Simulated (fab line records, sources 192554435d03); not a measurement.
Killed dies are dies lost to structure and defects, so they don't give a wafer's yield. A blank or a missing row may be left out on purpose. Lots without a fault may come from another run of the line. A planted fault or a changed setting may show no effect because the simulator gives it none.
fab line records | flow n5_finfet
record lots=7 wafers=20 last_day=17
route steps=1938 shown BEOL_M14@1758 PASSIVATION@1936
lots that met no fault: from a run of the same line without faults
start_h: hours from the record's first day to the start of the lot's first wafer shown | wait_h: hours since the lot's step before | " the same as in the row above | L1.1+2: a row that stands for several wafers | - no value, or no start given | * or withheld: withheld | < > ~ a bound
route shown NAME@n: a module of which the file shows steps, and the number in the route of the first | usual: mean/standard deviation of fault-free wafers | same: alike in all rows | chamber/n: place in a boat | sites: the reading at each site | _std_site: their standard deviation | _edge_site: outer sites' mean less inner sites' | radius_mm: how far each site lies from the wafer's centre | mask NAME#n: copy n | behind: the tool/chamber that last shaped the wafer | hold: why the lot was held/for how many hours/how that ended | device: the transistor (n, p or np) that didn't switch | end of line: the same wafers' tests at the end of the route | a step without rows: its recipe alone | killed: dies lost to structure and defects at the first sort, not the wafer's yield | map: a wafer's dies, x killed, . not, _ none there
set.NAME: the setting as run; set.NAME@STEP: as run at that earlier step | model.NAME: the simulator's own value behind a step, which no gauge read
lots at some steps of the route; a table a step, a row a wafer
services: from which hour (start_h, from the record's first day; less than 0 if before it) a tool's chamber was out of use, for how many hours, and why
## steps
# step N5_BEOL_M14_PRECLEAN_39
# recipe chemistry=residue_remover time_s=60 temp_c=40
# step N5_BEOL_M14_SRD_40
# recipe time_s=30 temp_c=23 rinse_liquid=diw dry=n2_spin spin_rpm=1500 dry_time_s=30
# step N5_BEOL_M14_DEGAS_41
# recipe ambient=vacuum temp_c=300 time_s=60
# usual heater_power_w=460/36 susceptor_temp_C=299.99/0.18
# columns lot.wafer tool chamber start_h wait_h heater_power_w susceptor_temp_C
L324.1 pvd_sputter-02 - 266.86 0.3 454 300.25
L324.2 " - " " 493 300.05
L324.4 " - " " 440 300.05
L326.1 pvd_sputter-01 - 297.73 0.2 462 299.75
L326.3 " - " " 429 299.92
L326.6 " - " " 520 300.12
L327.2 pvd_sputter-02 - 309.86 0.2 438 299.92
L327.3 " - " " 482 300.37
L327.6 " - " " 438 299.83
L328.3 pvd_sputter-03 - 312.83 0.5 448 299.99
L328.4 " - " " 428 299.91
L328.5 " - " " 534 299.85
L329.2 pvd_sputter-01 - 312.84 0.3 522 299.84
L329.4 " - " " 451 300.35
L338.1 pvd_sputter-03 - 363.51 0.4 454 300.06
L338.2 " - " " 532 299.99
L338.5 " - " " 529 299.85
L340.1 pvd_sputter-03 - 375.87 0.3 435 300.13
L340.3 " - " " 445 299.92
L340.4 " - " " 524 299.94
# step N5_BEOL_M14_PRE_CLEAN_42
# recipe gas=H2/He time_s=30 temp_c=300
# step N5_BEOL_M14_SPUTTER_43
# recipe material=TaN target_thk_a=150 temp_c=50 bias_v=168.6 power_w=15000 chamber_pressure_pa=0.12 time_s=24.19
# step N5_BEOL_M14_SPUTTER_44
# recipe material=Ta target_thk_a=150 temp_c=50 bias_v=80 power_w=15000 chamber_pressure_pa=0.07 time_s=24.19
# usual susceptor_temp_C=50.02/0.13 throttle_valve_pct=29.7/1.2
# columns lot.wafer tool chamber start_h wait_h susceptor_temp_C throttle_valve_pct
L324.1 pvd_sputter-02 - 267.02 0.0 50.07 29.0
L324.2 " - " " 49.92 30.3
L324.4 " - " " 49.95 29.5
L326.1 pvd_sputter-01 - 297.89 0.0 50.05 30.4
L326.3 " - " " 50.17 29.2
L326.6 " - " " 49.93 29.0
L327.2 pvd_sputter-02 - 310.02 0.0 50.00 29.8
L327.3 " - " " 49.85 30.2
L327.6 " - " " 49.98 31.4
L328.3 pvd_sputter-03 - 312.99 0.0 50.05 30.0
L328.4 " - " " 50.09 29.4
L328.5 " - " " 49.83 31.2
L329.2 pvd_sputter-01 - 313.00 0.0 50.09 29.0
L329.4 " - " " 49.97 30.4
L338.1 pvd_sputter-03 - 363.67 0.0 49.93 27.7
L338.2 " - " " 50.05 31.3
L338.5 " - " " 49.89 31.1
L340.1 pvd_sputter-03 - 376.03 0.0 49.89 27.6
L340.3 " - " " 50.04 30.1
L340.4 " - " " 50.13 31.3
# step N5_BEOL_M14_SPUTTER_45
# recipe material=Cu target_thk_a=1000 temp_c=-20 bias_v=60 power_w=26000 chamber_pressure_pa=0.13 time_s=16.67
# usual susceptor_temp_C=-19.99/0.098 throttle_valve_pct=29.7/1.2
# columns lot.wafer tool chamber start_h wait_h susceptor_temp_C throttle_valve_pct
L324.1 pvd_sputter-02 - 267.10 0.0 -20.03 29.1
L324.2 " - " " -20.12 30.0
L324.4 " - " " -20.12 29.8
L326.1 pvd_sputter-01 - 297.97 0.0 -20.03 30.6
L326.3 " - " " -20.11 28.8
L326.6 " - " " -19.96 28.8
L327.2 pvd_sputter-02 - 310.10 0.0 -19.92 29.6
L327.3 " - " " -20.13 29.9
L327.6 " - " " -19.75 31.9
L328.3 pvd_sputter-03 - 313.07 0.0 -19.87 29.9
L328.4 " - " " -20.00 29.6
L328.5 " - " " -19.92 31.4
L329.2 pvd_sputter-01 - 313.08 0.0 -19.97 28.8
L329.4 " - " " -19.90 30.5
L338.1 pvd_sputter-03 - 363.75 0.0 -20.05 27.3
L338.2 " - " " -20.04 31.1
L338.5 " - " " -20.06 31.2
L340.1 pvd_sputter-03 - 376.11 0.0 -20.02 28.0
L340.3 " - " " -20.10 30.3
L340.4 " - " " -19.97 31.2
# step N5_BEOL_M14_ECD_47
# recipe material=Cu target_thk_a=12480
# step N5_BEOL_M14_ANNEAL_48
# recipe temp_c=225 time_s=90 ambient=N2
# usual anneal_temp_c_max=226.0/0.5 wafer_temp_C_max=225.75/0.22
# columns lot.wafer tool chamber start_h wait_h anneal_temp_c_max wafer_temp_C_max
L324.1 rtp_anneal-01 0 267.45 0.2 226.5 225.64
L324.2 " 0 " " 226.1 225.69
L324.4 " 0 " " 226.4 225.46
L326.1 rtp_anneal-01 0 298.28 0.1 226.2 226.01
L326.3 " 0 " " 226.6 225.65
L326.6 " 0 " " 226.6 225.81
L327.2 rtp_anneal-02 0 310.45 0.2 225.4 225.66
L327.3 " 0 " " 225.4 226.20
L327.6 " 0 " " 225.8 225.76
L328.3 rtp_anneal-01 0 313.67 0.4 226.9 225.99
L328.4 " 0 " " 226.3 225.76
L328.5 " 0 " " 227.1 225.94
L329.2 rtp_anneal-01 0 313.89 0.6 226.4 225.62
L329.4 " 0 " " 226.4 225.64
L338.1 rtp_anneal-02 0 364.06 0.1 225.5 226.01
L338.2 " 0 " " 225.4 225.90
L338.5 " 0 " " 225.6 225.85
L340.1 rtp_anneal-02 0 376.63 0.3 225.7 225.94
L340.3 " 0 " " 225.3 225.92
L340.4 " 0 " " 225.4 225.80
# step N5_BEOL_M14_CMP_49
# recipe stop_on=SiO2 t_overpolish_s=5.2 down_force_psi=2 platen_rpm=80 clearing_platen_down_force_psi=2 clearing_platen_rpm=80 post_cmp_clean=cu_alkaline target_thk_nm=560 clearing_platen_pad_velocity_m_s=1.5917 pad_velocity_m_s=1.5917
# usual barrier_field_endpoint_s=11.2/0.32 motor_current_A=7.6/0.85 overpolish_run_s=5.201/0.0091 slurry_filter_dp_kPa=13.49/0.13 time_to_endpoint_s=119/5
# columns lot.wafer tool chamber start_h wait_h barrier_field_endpoint_s motor_current_A overpolish_run_s slurry_filter_dp_kPa time_to_endpoint_s
L324.2 cmp-01 3 267.75 0.2 11.2 6.3 5.199 13.41 111
L324.1 " 0 " " 11.3 8.8 5.208 13.53 121
L324.4 " 2 " " 11.5 8.1 5.192 13.62 120
L326.1 cmp-01 0 298.62 0.3 11.2 8.9 5.183 13.45 117
L326.3 " 1 " " 10.9 6.1 5.196 13.72 115
L326.6 " 0 " " 11.3 8.4 5.206 13.80 123
L327.2 cmp-01 2 310.88 0.4 11.5 7.9 5.203 13.62 122
L327.3 " 3 " " 11.0 6.7 5.211 13.59 114
L327.6 " 3 " " 11.2 6.4 5.201 13.33 114
L328.3 cmp-02 3 313.91 0.2 10.8 7.5 5.198 13.42 112
L328.4 " 0 " " 11.3 8.5 5.188 13.38 123
L328.5 " 2 " " 10.9 7.1 5.209 13.49 111
L329.2 cmp-02 3 314.15 0.2 10.8 7.2 5.177 13.50 112
L329.4 " 0 " " 11.1 8.2 5.205 13.46 116
L338.1 cmp-03 1 364.38 0.3 11.8 8.1 5.195 13.46 128
L338.2 " 3 " " 12.1 8.1 5.217 13.73 129
L338.5 " 1 " " 11.8 7.5 5.194 13.54 127
L340.1 cmp-02 1 376.93 0.3 11.3 9.0 5.204 13.57 119
L340.4 " 3 " " 10.9 7.5 5.191 13.46 112
L340.3 " 0 " " 11.1 8.4 5.195 13.67 119
# step N5_BEOL_M14_THK_MEAS_50
# recipe thk_meas_gauge=xrf reads=Cu_of_BEOL_M14_ECD_47
# usual M14_THK=575/18
# columns lot.wafer tool chamber start_h wait_h M14_THK[nm]
L324.1 film_metro-01 - 268.04 - 586
L324.2 " - " " 557
L324.4 " - " " 586
L326.1 film_metro-01 - 298.87 - 611
L326.3 " - " " 548
L326.6 " - " " 554
L327.2 film_metro-01 - 311.18 - 558
L327.3 " - " " 547
L327.6 " - " " 546
L328.3 film_metro-01 - 314.17 - 561
L328.4 " - " " 543
L328.5 " - " " 575
L329.2 film_metro-02 - 314.44 - 555
L329.4 " - " " 613
L338.1 film_metro-01 - 364.67 - 595
L338.2 " - " " 555
L338.5 " - " " 618
L340.1 film_metro-01 - 377.22 - 614
L340.3 " - " " 564
L340.4 " - " " 622
# step N5_BEOL_M14_PRE_CLEAN_52
# recipe gas=NH3 time_s=15 temp_c=withheld rf_power_w=300
# step N5_BEOL_M14_DEP_53
# recipe material=SiCN target_thk_a=500 temp_c=withheld precursor=3MS/NH3 pressure_torr=3 rf_w=675 time_s=17.8
# usual showerhead_plenum_p_Torr=4.155/0.018 throttle_valve_pct=17.9/0.99
# columns lot.wafer tool chamber start_h wait_h showerhead_plenum_p_Torr throttle_valve_pct model.SiCN_of_BEOL_M14_DEP_53.thk_nm
L324.1 pecvd-01 0 268.15 0.1 4.139 17.6 49.8
L324.2 " 0 " " 4.171 17.5 50.6
L324.4 " 0 " " 4.150 17.6 50.4
L326.1 pecvd-03 2 298.93 0.0 4.139 16.5 49
L326.3 " 1 " " 4.154 18.8 47.6
L326.6 " 2 " " 4.135 16.4 50
L327.2 pecvd-01 2 311.24 0.0 4.183 17.3 66.2
L327.3 " 0 " " 4.171 17.8 65.2
L327.6 " 1 " " 4.145 17.9 50.8
L328.3 pecvd-01 1 314.23 0.0 4.135 18.0 65.2
L328.4 " 2 " " 4.195 17.6 51.2
L328.5 " 0 " " 4.167 17.5 50
L329.2 pecvd-01 1 314.50 0.0 4.137 18.0 65
L329.4 " 2 " " 4.191 17.5 51.4
L338.1 pecvd-03 1 364.73 0.0 4.142 18.5 48
L338.2 " 2 " " 4.145 16.5 48.8
L338.5 " 1 " " 4.130 18.6 49
L340.1 pecvd-02 2 377.28 0.0 4.165 17.1 50.6
L340.3 " 1 " " 4.145 20.1 51.6
L340.4 " 1 " " 4.143 20.0 51.8
# step N5_BEOL_M14_RS_MEAS_54
# recipe thk_meas_gauge=four-point-probe reads=Cu_of_BEOL_M14_ECD_47+Ta_of_BEOL_M14_SPUTTER_44+TaN_of_BEOL_M14_SPUTTER_43
# usual M14_RS=0.0330/0.001
# columns lot.wafer tool chamber start_h wait_h M14_RS[ohm/sq]
L324.1 film_metro-02 - 268.29 0.1 0.0328
L324.2 " - " " 0.0345
L324.4 " - " " 0.0328
L326.1 film_metro-01 - 299.00 0.0 0.0309
L326.3 " - " " 0.0344
L326.6 " - " " 0.0341
L327.2 film_metro-02 - 311.31 0.1 0.0339
L327.3 " - " " 0.0346
L327.6 " - " " 0.0347
L328.3 film_metro-02 - 314.30 0.1 0.0337
L328.4 " - " " 0.0346
L328.5 " - " " 0.0326
L329.2 film_metro-02 - 314.57 0.1 0.0339
L329.4 " - " " 0.0309
L338.1 film_metro-01 - 364.80 0.0 0.0318
L338.2 " - " " 0.0344
L338.5 " - " " 0.0307
L340.1 film_metro-01 - 377.35 0.0 0.0313
L340.3 " - " " 0.0339
L340.4 " - " " 0.0307
# step N5_PASSIVATION_PROBE_49
# usual defect_limited_yield=91.1/1.4 killed_at_M0_to_M3=34/9.7 killed_at_M4_up=13/5.1 killed_at_contacts=14/6.3 killed_at_front_end=40/11 killed_at_other=3.5/2.7 killed_dies=105/16 killed_open=70/12 killed_short=34/7.8 sort_bin_5_function=5.2/0.88 sort_bin_6_memory=3.3/0.7 sort_n_pass=1074/17 sort_yield_pct=91.0/1.5
# same gross_dies=1180 killed_at_back_side=0 sort_bin_4_leakage[%]=0 sort_bin_8_speed[%]=0
# columns lot.wafer tool chamber start_h wait_h defect_limited_yield[%] killed_at_M0_to_M3 killed_at_M4_up killed_at_contacts killed_at_front_end killed_at_other killed_dies killed_open killed_short sort_bin_5_function[%] sort_bin_6_memory[%] sort_n_pass sort_yield_pct[%]
L329.2 prober-02 - 339.09 0.1 90.3 37 14 11 48 5 115 77 32 5.5 3.6 1065 90.3
L329.4 prober-02 - 339.19 0.2 90.8 35 15 15 37 6 108 64 35 5.2 2.9 1072 90.8
# killed by level:class
L329.2 STI_FIN_REVEAL:geometric_particle:open=19 BEOL_M0_SAQP:geometric_particle:short=12 BEOL_M3:geometric_particle:open=9 MOL_CONTACT_COAG:geometric_particle:open=9 BEOL_M0_SAQP:geometric_particle:open=9 FIN_SAQP:geometric_particle:open=5 DUMMY_GATE:geometric_particle:open=5 BEOL_M4:geometric_particle:open=5
L329.4 MOL_CONTACT_COAG:geometric_particle:open=13 BEOL_M0_SAQP:geometric_particle:short=10 BEOL_M0_SAQP:geometric_particle:open=9 HKMG_FIN:area_etch=9 STI_FIN_REVEAL:geometric_particle:open=6 BEOL_M2:geometric_particle:open=6 FIN_SAQP:geometric_particle:open=4 BEOL_M3:geometric_particle:open=4
## services
# columns tool chamber start_h hours kind
pecvd-01 1 254.45 48.9 repair
cmp-02 - 261.13 7.5 pm
pecvd-03 2 264.01 2.1 scheduled_down
pecvd-01 2 264.95 6.6 repair
cmp-01 - 283.72 1.5 repair
cmp-02 - 289.66 4.0 pm
cmp-02 - 293.66 - consumable_replace:conditioner
cmp-02 - 293.66 - consumable_replace:pad
cmp-02 - 298.05 6.0 pm
pecvd-03 - 299.39 28.1 pm
cmp-03 - 306.40 12.4 repair
cmp-01 - 307.11 0.3 repair
cmp-03 - 327.81 1.2 repair
cmp-03 - 334.16 4.0 pm
pecvd-03 - 334.70 0.7 repair
cmp-03 - 341.96 12.1 pm
pvd_sputter-01 - 350.73 6.6 repair
pecvd-02 1 353.20 5.5 scheduled_down
cmp-02 - 358.09 0.2 repair
pecvd-02 - 361.59 2.8 pm
cmp-01 - 375.65 4.4 pm
## key
first_sign none at tools or gauges
model_effect step=N5_BEOL_M14_DEP_53 value=SiCN_of_BEOL_M14_DEP_53.thk_nm without=49.85 struck=65.4
met_at N5_BEOL_M14_DEP_53
struck_wafers L327.2,L327.3,L328.3,L329.2
onset_between 268.15 311.24
fault kind=process_parameter_drift tool=pecvd-01 chamber=- onset_h=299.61 steps=N5_BEOL_M14_DEP_53 channel=time_s offset=* shape=step end_h=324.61 scope=struck_wafers_only acts_in=* stated=*
